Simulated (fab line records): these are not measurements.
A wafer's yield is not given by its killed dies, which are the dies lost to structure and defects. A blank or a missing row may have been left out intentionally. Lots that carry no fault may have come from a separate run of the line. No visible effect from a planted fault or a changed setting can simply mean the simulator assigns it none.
fab line records    flow n5_finfet    part 1 of 2: steps 1 to 4 of 6
record: lots: 18  wafers: 54  last_day: 19
route steps=1938 shown BEOL_M0_SAQP@678 BEOL_M0@722 BEOL_M1@767
lots with no fault: from the same line, run without faults
start_h: the number of hours between the record's first day and the start of the first shown wafer of the lot    wait_h: hours from the lot's prior step to this one    " same as the row above    L1.1+2: a row that stands for several wafers    - no value present, or no start provided    * or withheld: withheld    < > ~ a bound
route shown NAME@n: NAME is a module with steps in the file, n the number in the route of the first one    usual: the fault-free wafers' mean and standard deviation    same: alike in all rows    chamber/n: place in a boat    sites: readings site by site    _std_site: standard deviation across them    _edge_site: the outer-site mean with the inner-site mean subtracted    radius_mm: for every site, how far away it sits from the centre of the wafer    mask NAME#n: copy n    behind: the most recent tool/chamber to have shaped the wafer    hold: reason for holding the lot/hours on hold/outcome of the hold    device: transistor that didn't switch, given as n, p or np    end of line: the route-end tests of the same wafers    step lacking rows: just its recipe    killed: the dies lost at the first sort to structure and to defects; this is not the yield of the wafer    map: dies across one wafer; x = killed, . = not, _ = none there
set.NAME: setting as actually run; set.NAME@STEP: the setting as run at that earlier step    model.NAME: the simulator's own value behind a step, which no gauge read
one table for each step of the route and one row for each wafer, over a sample of lots
services: from which hour (start_h, from the record's first day; less than 0 if before it) a tool's chamber was out of use, for how many hours, and why
== steps ==
step: N5_BEOL_M0_SAQP_MANDREL2_REMOVE_110
recipe: chemistry: HBr/Cl2/O2  bt_time_s: 10  target: a-Si  stop_on: SiCN  endpoint: OES-SiCl  over_etch_frac: 1  icp_w: 600  bias_w: 30  HBr_flow_sccm: 150  Cl2_flow_sccm: 80  O2_flow_sccm: 5  pressure_mtorr: 10
usual: bias_w: 30.00/0.093  drypump_motor_current_A: 5.5/0.35  oes_product_au: 1.003/0.013  throttle_valve_pct: 36.8/0.32
same: over_etch_frac: 1
lot.wafer  tool       chamber  start_h  wait_h  bias_w  drypump_motor_current_A  oes_product_au  rf_hours_counter_h  throttle_valve_pct
L075.2     rie_si-03  2        126.77   0.1     30.01   5.1                      1.014           147                 36.5
L075.4     "          1        "        "       29.98   5.3                      1.012           151                 36.7
L075.6     "          3        "        "       29.99   5.5                      1.019           -                   36.7
L077.1     rie_si-06  3        130.45   0.1     30.05   6.3                      1.010           118                 37.0
L077.4     "          2        "        "       30.11   5.7                      0.990           157                 36.2
L077.5     "          1        "        "       30.06   5.6                      0.985           -                   37.3
L076.1     rie_si-03  0        130.72   0.1     30.07   5.1                      0.996           3                   37.1
L076.4     "          3        "        "       30.06   5.5                      1.001           94                  36.7
L076.5     "          2        "        "       30.04   5.1                      1.006           -                   36.5
L078.1     rie_si-06  2        136.99   0.1     30.06   5.6                      0.981           157                 36.2
L078.3     "          0        "        "       30.11   5.4                      1.010           161                 37.0
L078.4     "          1        "        "       29.93   5.6                      0.980           121                 37.3
L079.1     rie_si-06  0        145.60   0.1     29.94   5.4                      0.997           161                 37.1
L079.4     "          2        "        "       30.07   5.7                      0.980           157                 36.2
L079.6     "          0        "        "       29.95   5.4                      1.001           -                   37.1
L080.1     rie_si-02  2        149.17   0.1     29.94   6.3                      1.009           95                  36.6
L080.4     "          0        "        "       29.94   5.7                      1.027           7                   36.6
L080.6     "          0        "        "       29.97   5.7                      1.016           -                   36.6
L081.1     rie_si-03  2        156.17   0.1     30.09   5.1                      1.014           147                 36.5
L081.3     "          3        "        "       30.22   5.5                      1.007           95                  36.7
L081.4     "          0        "        "       30.05   5.1                      1.002           3                   37.1
L083.2     rie_si-06  3        170.97   0.1     30.06   6.3                      1.006           119                 37.0
L083.4     "          1        "        "       30.11   5.7                      0.990           122                 37.3
L083.6     "          1        "        "       29.94   5.7                      0.987           -                   37.3
L084.1     rie_si-03  2        177.64   0.1     29.77   5.2                      1.012           148                 36.5
L084.4     "          3        "        "       30.14   5.5                      1.016           95                  36.7
L084.6     "          2        "        "       29.87   5.1                      1.007           -                   36.5
L085.2     rie_si-03  2        188.38   0.1     30.00   5.2                      1.014           148                 36.5
L085.3     "          3        "        "       30.07   5.5                      0.994           95                  36.7
L085.4     "          1        "        "       30.00   5.3                      1.004           152                 36.7
L086.1     rie_si-03  0        193.15   0.1     30.01   5.1                      0.991           4                   37.1
L086.5     "          3        "        "       29.95   5.5                      0.989           -                   36.7
L086.6     "          2        "        "       29.89   5.2                      1.008           -                   36.5
L089.2     rie_si-03  3        204.98   0.1     29.84   5.5                      1.018           95                  36.7
L089.3     "          0        "        "       30.00   5.1                      0.994           4                   37.1
L089.6     "          2        "        "       30.08   5.2                      1.020           -                   36.5
L090.3     rie_si-02  3        211.01   0.1     29.97   5.4                      1.004           93                  36.9
L090.4     "          0        "        "       30.17   5.6                      1.026           8                   36.6
L090.5     "          0        "        "       30.23   5.6                      1.037           -                   36.6
L091.1     rie_si-06  3        213.93   0.1     30.09   6.3                      1.013           120                 37.0
L091.2     "          2        "        "       30.03   5.7                      0.979           158                 36.2
L091.6     "          1        "        "       30.03   5.7                      0.973           -                   37.3
L092.1     rie_si-03  0        222.54   0.1     29.77   5.1                      0.996           5                   37.1
L092.2     "          3        "        "       29.88   5.5                      1.012           96                  36.7
L092.6     "          3        "        "       29.89   5.5                      1.014           -                   36.7
L094.1     rie_si-06  1        238.21   0.1     29.92   5.7                      0.980           123                 37.3
L094.2     "          0        "        "       29.95   5.4                      1.007           163                 37.1
L094.5     "          3        "        "       29.88   6.3                      1.000           -                   37.0
L095.2     rie_si-06  3        240.50   0.1     30.04   6.3                      1.003           120                 37.0
L095.5     "          1        "        "       29.96   5.7                      0.980           -                   37.3
L095.6     "          0        "        "       30.06   5.4                      1.004           -                   37.1
L097.2     rie_si-02  0        252.60   0.1     29.87   5.7                      1.028           9                   36.6
L097.3     "          1        "        "       29.89   5.6                      1.007           154                 36.4
L097.6     "          1        "        "       30.05   5.6                      1.004           -                   36.4
step: N5_BEOL_M0_SAQP_INSPECT_42
recipe: mode: adi  inspect_instrument: brightfield
usual: raw_defect_count: 295/85
lot.wafer  tool               chamber  start_h  wait_h  raw_defect_count
L075.2     defect_inspect-02  -        127.28   0.0     312
L075.4     "                  -        "        "       337
L075.6     "                  -        "        "       204
L077.1     defect_inspect-01  -        131.08   0.1     241
L077.4     "                  -        "        "       214
L077.5     "                  -        "        "       195
L076.1     defect_inspect-02  -        131.35   0.1     118
L076.4     "                  -        "        "       175
L076.5     "                  -        "        "       229
L078.1     defect_inspect-02  -        137.63   0.1     311
L078.3     "                  -        "        "       329
L078.4     "                  -        "        "       220
L079.1     defect_inspect-01  -        146.11   0.1     368
L079.4     "                  -        "        "       279
L079.6     "                  -        "        "       226
L080.1     defect_inspect-02  -        149.68   0.1     326
L080.4     "                  -        "        "       223
L080.6     "                  -        "        "       222
L081.1     defect_inspect-02  -        156.68   0.1     177
L081.3     "                  -        "        "       183
L081.4     "                  -        "        "       227
L083.2     defect_inspect-01  -        171.60   0.0     194
L083.4     "                  -        "        "       209
L083.6     "                  -        "        "       240
L084.1     defect_inspect-01  -        178.27   0.1     247
L084.4     "                  -        "        "       250
L084.6     "                  -        "        "       310
L085.2     defect_inspect-02  -        189.01   0.0     308
L085.3     "                  -        "        "       472
L085.4     "                  -        "        "       330
L086.1     defect_inspect-01  -        193.69   0.1     318
L086.5     "                  -        "        "       290
L086.6     "                  -        "        "       397
L089.2     defect_inspect-02  -        205.62   0.0     316
L089.3     "                  -        "        "       442
L089.6     "                  -        "        "       342
L090.3     defect_inspect-02  -        211.65   0.0     347
L090.4     "                  -        "        "       224
L090.5     "                  -        "        "       288
L091.1     defect_inspect-01  -        214.43   0.1     318
L091.2     "                  -        "        "       321
L091.6     "                  -        "        "       307
L092.1     defect_inspect-02  -        223.04   0.1     305
L092.2     "                  -        "        "       288
L092.6     "                  -        "        "       300
L094.1     defect_inspect-02  -        238.72   0.1     302
L094.2     "                  -        "        "       208
L094.5     "                  -        "        "       288
L095.2     defect_inspect-01  -        241.13   0.0     292
L095.5     "                  -        "        "       313
L095.6     "                  -        "        "       383
L097.2     defect_inspect-02  -        253.11   0.0     531
L097.3     "                  -        "        "       265
L097.6     "                  -        "        "       410
step: N5_BEOL_M0_SAQP_ETCH_73
recipe: chemistry: CF4  target: SiARC  target_depth_a: 195  mask_material: CAR-EUV  time_s: 32.5  ion_energy_ev: 80  pressure_mtorr: 40  source_w: 545  bias_w: 36  Ar_flow_sccm: 100  cf4_flow_sccm: 100  ends: cleared
usual: bias_w: 36.01/0.11  cf4_flow_sccm: 100.00/0.26  drypump_motor_current_A: 5.7/0.47  etch_rf_on_time_s: 32.3/0.84  mfc_ar_sccm: 100.0/0.31  oes_product_au: 0.67/0.071  rf_vpp_V: 184.1/1.3  showerhead_plenum_p_Torr: 2.13/0.082  throttle_valve_pct: 15.70/0.24
lot.wafer  tool         chamber  start_h  wait_h  bias_w  cf4_flow_sccm  drypump_motor_current_A  etch_rf_on_time_s  mfc_ar_sccm  oes_product_au  rf_hours_counter_h  rf_vpp_V  showerhead_plenum_p_Torr  throttle_valve_pct
L075.2     rie_diel-05  1        127.69   0.0     36.02   100.30         5.7                      33.2               99.7         0.59            207                 185.0     2.21                      15.63
L075.4     "            2        "        "       36.05   100.12         6.0                      31.2               100.1        0.67            124                 184.4     2.23                      15.97
L075.6     "            2        "        "       36.10   99.87          6.0                      31.3               99.9         0.67            -                   183.9     2.23                      15.96
L077.1     rie_diel-05  3        131.16   0.0     35.89   100.19         5.1                      32.7               99.3         0.62            188                 184.5     2.12                      15.36
L077.4     "            2        "        "       36.06   100.11         6.0                      31.5               99.8         0.67            125                 185.5     2.23                      15.98
L077.5     "            2        "        "       36.07   100.24         6.0                      31.5               99.9         0.67            -                   184.8     2.23                      15.97
L076.1     rie_diel-06  0        131.43   0.0     35.94   100.56         5.3                      31.3               100.1        0.69            107                 182.1     1.98                      15.78
L076.4     "            3        "        "       35.91   99.65          6.0                      33.4               99.6         0.61            -                   182.6     2.06                      15.91
L076.5     "            1        "        "       36.03   99.98          6.4                      31.4               100.2        0.67            -                   184.5     2.13                      15.89
L078.1     rie_diel-06  2        137.71   0.0     36.05   99.64          6.1                      33.6               100.3        0.83            1                   184.6     2.19                      15.61
L078.3     "            3        "        "       36.13   99.85          6.0                      33.3               100.2        0.61            186                 181.1     2.06                      15.92
L078.4     "            1        "        "       36.24   99.85          6.5                      31.9               99.8         0.65            162                 185.1     2.13                      15.89
L079.1     rie_diel-05  3        146.20   0.0     36.05   99.79          5.1                      32.5               100.5        0.62            191                 182.9     2.12                      15.35
L079.4     "            2        "        "       36.01   99.87          6.0                      31.4               100.2        0.67            129                 185.3     2.23                      15.97
L079.6     "            1        "        "       36.15   99.55          5.6                      33.7               100.0        0.59            -                   186.8     2.20                      15.63
L080.1     rie_diel-06  1        149.76   0.0     35.97   99.60          6.5                      31.6               100.3        0.66            165                 185.3     2.12                      15.89
L080.4     "            3        "        "       35.89   99.89          6.0                      33.2               99.9         0.60            189                 184.4     2.05                      15.91
L080.6     "            0        "        "       36.16   99.85          5.2                      31.4               100.1        0.68            -                   181.8     1.98                      15.80
L081.1     rie_diel-05  1        156.77   0.0     36.03   99.69          5.6                      33.6               99.7         0.59            214                 185.1     2.20                      15.65
L081.3     "            0        "        "       35.99   100.39         5.8                      32.8               100.0        0.60            244                 183.2     2.12                      15.92
L081.4     "            3        "        "       35.86   99.68          5.1                      32.6               99.9         0.62            193                 184.2     2.12                      15.36
L083.2     rie_diel-06  0        172.47   0.0     36.01   99.69          5.2                      31.4               100.5        0.68            118                 181.3     1.98                      15.81
L083.4     "            2        "        "       35.88   100.02         6.1                      33.1               100.4        0.80            8                   184.0     2.18                      15.64
L083.6     "            3        "        "       36.10   100.25         6.0                      33.1               99.9         0.60            -                   183.6     2.05                      15.94
L084.1     rie_diel-05  3        178.65   0.0     36.04   100.20         5.1                      32.6               100.7        0.61            199                 184.7     2.12                      15.36
L084.4     "            2        "        "       35.96   100.27         6.0                      31.7               100.0        0.67            136                 185.0     2.23                      15.99
L084.6     "            1        "        "       36.11   100.09         5.6                      33.7               100.2        0.58            -                   185.3     2.20                      15.66
L085.2     rie_diel-02  3        189.10   0.0     35.91   99.90          5.3                      31.5               100.0        0.78            38                  184.5     2.18                      15.76
L085.3     "            1        "        "       35.97   99.82          6.6                      32.0               99.8         0.77            23                  185.8     2.26                      15.34
L085.4     "            2        "        "       35.76   100.13         5.3                      31.6               100.3        0.70            114                 183.0     2.07                      15.59
L086.1     rie_diel-02  0        193.78   0.0     35.91   99.66          6.1                      31.4               100.3        0.60            248                 184.3     2.20                      15.52
L086.5     "            1        "        "       36.09   100.41         6.5                      32.3               100.6        0.76            -                   185.2     2.26                      15.35
L086.6     "            2        "        "       36.24   99.79          5.3                      31.5               99.9         0.69            -                   182.8     2.07                      15.59
L089.2     rie_diel-05  2        206.04   0.0     36.01   100.21         6.0                      32.2               100.5        0.65            148                 186.2     2.22                      16.00
L089.3     "            3        "        "       35.95   100.25         5.1                      32.6               99.8         0.61            211                 184.9     2.11                      15.37
L089.6     "            0        "        "       35.98   100.47         5.8                      32.3               100.0        0.85            -                   184.4     2.11                      15.42
L090.3     rie_diel-02  2        211.88   0.0     35.94   99.55          5.3                      32.0               100.0        0.68            125                 183.3     2.06                      15.64
L090.4     "            2        "        "       36.13   99.95          5.3                      31.4               100.0        0.68            -                   182.8     2.06                      15.60
L090.5     "            1        "        "       36.00   99.86          6.6                      32.5               99.7         0.75            -                   184.9     2.25                      15.37
L091.1     rie_diel-02  2        214.65   0.0     36.09   100.29         5.3                      31.5               100.3        0.69            126                 182.2     2.06                      15.60
L091.2     "            3        "        "       36.05   99.98          5.2                      31.7               100.2        0.75            49                  184.1     2.17                      15.78
L091.6     "            3        "        "       36.00   100.32         5.2                      31.7               100.7        0.76            -                   182.6     2.17                      15.78
L092.1     rie_diel-02  2        223.29   0.0     35.88   100.02         5.3                      31.5               100.5        0.68            130                 183.2     2.06                      15.60
L092.2     "            3        "        "       36.08   100.22         5.2                      31.6               100.5        0.75            53                  185.7     2.17                      15.80
L092.6     "            2        "        "       35.89   100.20         5.3                      31.5               100.3        0.68            -                   183.1     2.06                      15.61
L094.1     rie_diel-06  2        239.03   0.0     35.84   99.97          6.1                      33.0               100.2        0.76            32                  185.0     2.18                      15.67
L094.2     "            3        "        "       35.75   99.83          6.0                      33.2               100.1        0.59            217                 183.7     2.04                      15.97
L094.5     "            3        "        "       35.85   100.05         5.9                      33.5               99.4         0.59            -                   182.7     2.04                      15.97
L095.2     rie_diel-06  2        241.21   0.0     36.09   100.15         6.1                      33.2               99.6         0.75            32                  182.9     2.18                      15.66
L095.5     "            2        "        "       36.15   99.80          6.1                      33.3               100.3        0.75            -                   185.2     2.18                      15.66
L095.6     "            3        "        "       36.10   99.32          6.0                      33.3               100.0        0.59            -                   182.5     2.04                      15.98
L097.2     rie_diel-02  3        253.19   0.0     36.08   99.45          5.2                      31.4               99.5         0.75            64                  184.4     2.17                      15.82
L097.3     "            0        "        "       36.02   100.30         6.1                      30.9               100.0        0.81            10                  184.4     2.20                      15.03
L097.6     "            2        "        "       36.17   100.33         5.3                      31.5               99.9         0.67            -                   181.6     2.06                      15.62
step: N5_BEOL_M0_STRIP_142
recipe: chemistry: N2/H2  time_s: 10  power_w: 450  temp_c: 40  pressure_mtorr: 20  rf_frequency_hz: 6e+07  bias_power_w: 7  n2_flow_sccm: 200  h2_flow_sccm: 200
usual: drypump_motor_current_A: 5.9/0.47  oes_product_au: 0.77/0.093  rf_vpp_V: 59.1/0.9  showerhead_plenum_p_Torr: 2.51/0.091  throttle_valve_pct: 23.7/0.39
lot.wafer  tool         chamber  start_h  wait_h  drypump_motor_current_A  oes_product_au  rf_hours_counter_h  rf_vpp_V  showerhead_plenum_p_Torr  throttle_valve_pct
L075.2     rie_diel-04  1        132.89   0.0     6.4                      0.68            239                 59.1      2.62                      23.8
L075.4     "            1        "        "       6.4                      0.68            -                   59.2      2.62                      23.8
L075.6     "            0        "        "       6.0                      0.78            -                   58.5      2.56                      24.1
L077.1     rie_diel-03  1        133.36   0.0     5.2                      0.69            235                 58.5      2.61                      23.7
L077.4     "            0        "        "       5.7                      0.69            209                 59.7      2.43                      23.8
L077.5     "            3        "        "       6.5                      0.72            -                   59.5      2.64                      23.9
L076.1     rie_diel-03  3        136.79   0.0     6.5                      0.72            192                 60.3      2.64                      23.9
L076.4     "            0        "        "       5.6                      0.69            210                 59.5      2.43                      23.8
L076.5     "            1        "        "       5.2                      0.69            -                   60.1      2.61                      23.7
L078.1     rie_diel-04  1        140.87   0.0     6.4                      0.68            243                 59.5      2.61                      23.8
L078.3     "            3        "        "       5.2                      0.71            221                 57.2      2.40                      23.3
L078.4     "            0        "        "       6.0                      0.77            -                   60.5      2.55                      24.1
L079.1     rie_diel-04  0        150.85   0.0     6.0                      0.76            122                 59.1      2.55                      24.1
L079.4     "            3        "        "       5.2                      0.70            -                   57.0      2.39                      23.3
L079.6     "            0        "        "       6.0                      0.76            -                   58.4      2.55                      24.1
L080.1     rie_diel-04  0        153.78   0.0     6.0                      0.76            124                 59.5      2.55                      24.1
L080.4     "            1        "        "       6.4                      0.67            -                   60.4      2.61                      23.8
L080.6     "            3        "        "       5.2                      0.70            -                   58.6      2.39                      23.3
L081.1     rie_diel-04  3        161.22   0.0     5.2                      0.69            231                 59.6      2.39                      23.3
L081.3     "            2        "        "       5.6                      0.72            -                   57.8      2.42                      23.9
L081.4     "            3        "        "       5.2                      0.70            -                   59.3      2.39                      23.3
L083.2     rie_diel-01  0        178.60   0.0     6.4                      0.71            188                 59.9      2.61                      23.8
L083.4     "            3        "        "       6.0                      0.94            31                  60.1      2.46                      22.9
L083.6     "            1        "        "       5.8                      0.91            -                   58.4      2.49                      23.5
L084.1     rie_diel-01  2        181.84   0.0     6.5                      0.76            154                 58.7      2.43                      24.3
L084.4     "            3        "        "       6.0                      0.93            32                  59.0      2.46                      22.9
L084.6     "            3        "        "       6.0                      0.94            -                   58.7      2.46                      22.9
L085.2     rie_diel-04  2        192.26   0.0     5.6                      0.72            188                 59.0      2.42                      23.9
L085.3     "            1        "        "       6.4                      0.96            5                   59.9      2.61                      23.4
L085.4     "            3        "        "       5.2                      0.69            241                 59.5      2.39                      23.3
L086.1     rie_diel-04  0        196.47   0.0     6.0                      0.74            138                 59.3      2.54                      24.2
L086.5     "            1        "        "       6.4                      0.96            -                   59.7      2.61                      23.4
L086.6     "            2        "        "       5.6                      0.72            -                   59.6      2.41                      23.9
L089.2     rie_diel-04  3        209.46   0.0     5.2                      0.69            247                 58.9      2.39                      23.3
L089.3     "            2        "        "       5.6                      0.71            194                 59.3      2.41                      23.9
L089.6     "            0        "        "       6.0                      0.74            -                   58.7      2.54                      24.2
L090.3     rie_diel-04  3        216.72   0.0     5.2                      0.69            250                 58.3      2.38                      23.3
L090.4     "            2        "        "       5.6                      0.72            197                 58.4      2.41                      23.9
L090.5     "            2        "        "       5.6                      0.71            -                   58.6      2.41                      23.9
L091.1     rie_diel-01  0        220.42   0.0     6.4                      0.70            206                 58.8      2.61                      23.9
L091.2     "            3        "        "       5.9                      0.92            48                  59.7      2.45                      22.9
L091.6     "            3        "        "       5.9                      0.92            -                   58.6      2.45                      22.9
L092.1     rie_diel-03  0        227.30   0.0     5.7                      0.67            246                 58.9      2.41                      23.8
L092.2     "            2        "        "       5.3                      0.74            142                 60.5      2.44                      23.3
L092.6     "            3        "        "       6.5                      0.70            -                   58.7      2.62                      24.0
L094.1     rie_diel-01  0        242.00   0.0     6.4                      0.69            213                 59.4      2.60                      23.9
L094.2     "            1        "        "       5.8                      0.88            49                  60.5      2.47                      23.6
L094.5     "            2        "        "       6.6                      0.74            -                   58.6      2.42                      24.3
L095.2     rie_diel-04  0        247.26   0.0     6.0                      0.73            162                 58.2      2.53                      24.2
L095.5     "            0        "        "       6.0                      0.73            -                   59.3      2.53                      24.2
L095.6     "            1        "        "       6.4                      0.89            -                   59.2      2.60                      23.5
L097.2     rie_diel-04  2        260.63   0.0     5.6                      0.69            219                 60.0      2.40                      24.0
L097.3     "            0        "        "       6.0                      0.71            167                 60.2      2.53                      24.2
L097.6     "            0        "        "       6.0                      0.73            -                   57.3      2.53                      24.2
